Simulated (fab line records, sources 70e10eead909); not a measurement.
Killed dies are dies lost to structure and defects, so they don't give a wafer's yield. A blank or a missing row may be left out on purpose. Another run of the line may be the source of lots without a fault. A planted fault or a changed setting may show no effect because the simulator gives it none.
Matching of chambers -- flow nand-harc -- NHARC_P_CONTACT_CMP_01 on cmp-04: 4 sister chambers
The step polishes SiO2, target thk 200 nm. 16 wafers are shown with their chamber, then 8 later ones without.

## WAFERS PAIRED WITH THEIR CHAMBERS
wafer,chamber,motor-current-A (A)
L076.1,3,10.9
L076.2,0,14.4
L076.4,1,9.0
L078.1,1,9.7
L078.5,1,10.3
L078.6,2,11.0
L079.1,2,10.2
L079.2,3,11.0
L079.6,2,11.0
L080.1,2,10.6
L080.4,3,10.6
L080.5,0,13.8
L083.3,1,8.7
L083.5,3,10.8
L083.6,0,14.5
L086.3,2,11.1

SIGNATURES, as means of the wafers listed above
reading,chamber 0,chamber 1,chamber 2,chamber 3,scatter within a chamber
motor-current-A,14.233,9.425,10.780,10.825,0.455
Rule: distance of a wafer from a chamber = root of the sum over the readings of ((wafer's reading minus chamber's mean) / reading's scatter) squared. If the next closest chamber is less than 2 further off than the closest, the wafer can't be placed; otherwise it belongs to the closest. The scatter: take each reading less its chamber's mean, square it, sum over the shown wafers, divide by the number of wafers less the number of chambers, and take the root.

## WAFERS WITH NO CHAMBER GIVEN
wafer,motor-current-A (A)
L086.5,8.9
L086.6,10.7
L094.2,9.7
L094.3,13.4
L094.6,10.7
L096.1,11.1
L096.2,10.1
L096.3,14.3

## WHICH CHAMBER EACH ONE RAN IN
wafer,from the rows above,in truth
L086.5,1,1
L086.6,can't be placed: 2 or 3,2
L094.2,can't be placed: 1 or 2 or 3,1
L094.3,0,0
L094.6,can't be placed: 2 or 3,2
L096.1,can't be placed: 3 or 2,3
L096.2,can't be placed: 1 or 2 or 3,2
L096.3,0,0
Correctly placed: 3 of 8. Unplaceable from these rows: 5, with the true chamber sitting among the candidates in 5. 0 placed wrongly.
